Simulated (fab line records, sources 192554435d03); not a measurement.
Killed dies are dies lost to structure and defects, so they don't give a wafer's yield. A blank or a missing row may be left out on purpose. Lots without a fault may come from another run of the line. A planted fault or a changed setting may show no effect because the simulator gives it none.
Problem report in the 8D (eight disciplines) form, filled by code | flow n5_finfet | the parts of the form that need people (team, actions taken, sign-off) are left out

1. THE PROBLEM
killed_at_M4_up at N5_PASSIVATION_PROBE_49 reads a mean of 565 on 9 wafers of 3 lots; wafers without a fault read 14 with a standard deviation of 5.6. That is +98 standard deviations from the usual mean.
First seen on wafer L331.2, day 15 05:58, on prober-02. The record holds 12 wafers of 4 lots with a number at this step. Rule for "out", or "out of limits": more than 4 standard deviations from the usual mean. The other wafers with a number count as sound.

2. WHAT IT IS AND WHAT IT IS NOT
question                    | is                                                                                                                                     | is not
which readings at this step | killed_at_M4_up, defect_limited_yield, killed_dies, killed_on_rim, sort_bin_5_function, sort_bin_6_memory, sort_n_pass, sort_yield_pct | killed_at_M0_to_M3, killed_at_contacts, killed_at_front_end, killed_at_other, killed_short, sort_bin_8_speed
which lots                  | L331, L335, L336                                                                                                                       | L327
which wafers of those lots  | all that have a number                                                                                                                 | -
read on which tools         | prober-01, prober-02                                                                                                                   | -
when                        | from day 15 05:58                                                                                                                      | up to then (3 sound wafers)

3. SUSPECTS, AND WHAT RULES EACH OUT
Counting: a tool at a process step up to the reading stays a suspect if it ran every lot that is out and no sound lot after the first of them.
- ecd_cu-01 at N5_BEOL_M5_ECD_50 (material Cu, target thk 300 nm): kept. It ran every lot that is out, first L331 (day 11 09:38), and no sound lot after that; its last sound lot up to then is L327 (day 11 04:52).
Left after counting: ecd_cu-01 at N5_BEOL_M5_ECD_50.

4. THE CAUSE (what the simulator had put in)
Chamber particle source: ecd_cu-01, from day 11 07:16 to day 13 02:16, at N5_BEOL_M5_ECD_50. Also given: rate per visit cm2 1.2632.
Counting left only this tool.

5. THE CHAIN OF EFFECTS, in route order
Each row: a reading whose mean over the struck wafers that have a number lies more than 3 standard deviations from the usual. Only readings for which the record gives a usual standard deviation are gone through. hours: the time from each lot's start at the first step in this table that gives one to its start at this step, as a median over the lots. sigmas: the change in usual standard deviations.
hours | step                    | reading              | usual  | on struck wafers | change | sigmas
0     | N5_PASSIVATION_PROBE_49 | defect_limited_yield | 91.2 % | 46.2             | -45.0  | -30
0     | N5_PASSIVATION_PROBE_49 | killed_at_M4_up      | 14     | 565              | +551   | +98
0     | N5_PASSIVATION_PROBE_49 | killed_dies          | 104    | 635              | +531   | +31
0     | N5_PASSIVATION_PROBE_49 | killed_on_rim        | 14     | 81               | +67    | +16
0     | N5_PASSIVATION_PROBE_49 | sort_bin_5_function  | 5.2 %  | 34.9             | +29.7  | +31
0     | N5_PASSIVATION_PROBE_49 | sort_bin_6_memory    | 3.3 %  | 15.3             | +12.0  | +19
0     | N5_PASSIVATION_PROBE_49 | sort_n_pass          | 1076   | 545              | -531   | -31
0     | N5_PASSIVATION_PROBE_49 | sort_yield_pct       | 91.2 % | 46.2             | -45.0  | -30
The process steps in it:
- N5_PASSIVATION_PROBE_49

6. WHAT WOULD HAVE CAUGHT IT SOONER
In this record the first reading out of limits was taken at day 15 05:58, 95 hours after the fault began at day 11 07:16.
All the lots that are out (3) had begun N5_BEOL_M5_ECD_50 on ecd_cu-01 by day 15 05:58. A hold on the tool at that time would have spared none of them.
